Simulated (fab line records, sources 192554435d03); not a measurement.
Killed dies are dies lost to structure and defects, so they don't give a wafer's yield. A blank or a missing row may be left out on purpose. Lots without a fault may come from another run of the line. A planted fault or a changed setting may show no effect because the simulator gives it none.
Chamber matching | flow n5_finfet | N5_BEOL_M14_ETCH_67 on rie_diel-01: 4 sister chambers
The step etches SiARC in CF4, target depth 143 nm, time 238.3 s. 8 wafers are shown with their chamber, then 7 later ones without.

WAFERS WITH THEIR CHAMBER
wafer  | chamber | showerhead_plenum_p_Torr (Torr) | etch_rf_on_time_s (s)
L080.4 | 3       | 2.12                            | 241
L083.2 | 1       | 2.10                            | 230
L083.6 | 1       | 2.10                            | 229
L090.1 | 3       | 2.11                            | 235
L088.4 | 2       | 2.09                            | 231
L088.6 | 0       | 2.07                            | 238
L089.2 | 0       | 2.07                            | 239
L089.3 | 2       | 2.09                            | 233

WAFERS WITHOUT THEIR CHAMBER
wafer  | showerhead_plenum_p_Torr (Torr) | etch_rf_on_time_s (s)
L089.6 | 2.09                            | 230
L095.2 | 2.08                            | 232
L095.5 | 2.07                            | 241
L095.6 | 2.11                            | 240
L097.1 | 2.10                            | 237
L097.2 | 2.08                            | 230
L097.4 | 2.07                            | 239

WHICH CHAMBER EACH WENT THROUGH
wafer  | from the rows above          | in truth
L089.6 | can't be placed: 2 or 1      | 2
L095.2 | can't be placed: 2 or 0      | 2
L095.5 | 0                            | 0
L095.6 | 3                            | 3
L097.1 | can't be placed: 1 or 2 or 3 | 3
L097.2 | can't be placed: 2 or 0      | 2
L097.4 | 0                            | 0
Placed correctly: 3 of 7. Can't be placed from these rows: 4 (the true chamber is among the candidates in 4). Placed wrongly: 0.
How it was worked out, from the rows above alone: a wafer's distance from a chamber is the root of the sum, over the readings, of the square of ((its reading less the chamber's mean) divided by the reading's scatter). The wafer belongs to the nearest chamber; if the next one is less than 2 further off, it can't be placed. A chamber's mean is the mean of its shown wafers. The scatter: the root of (the sum of the squares of (reading less its chamber's mean) over the shown wafers, divided by (wafers less chambers)).
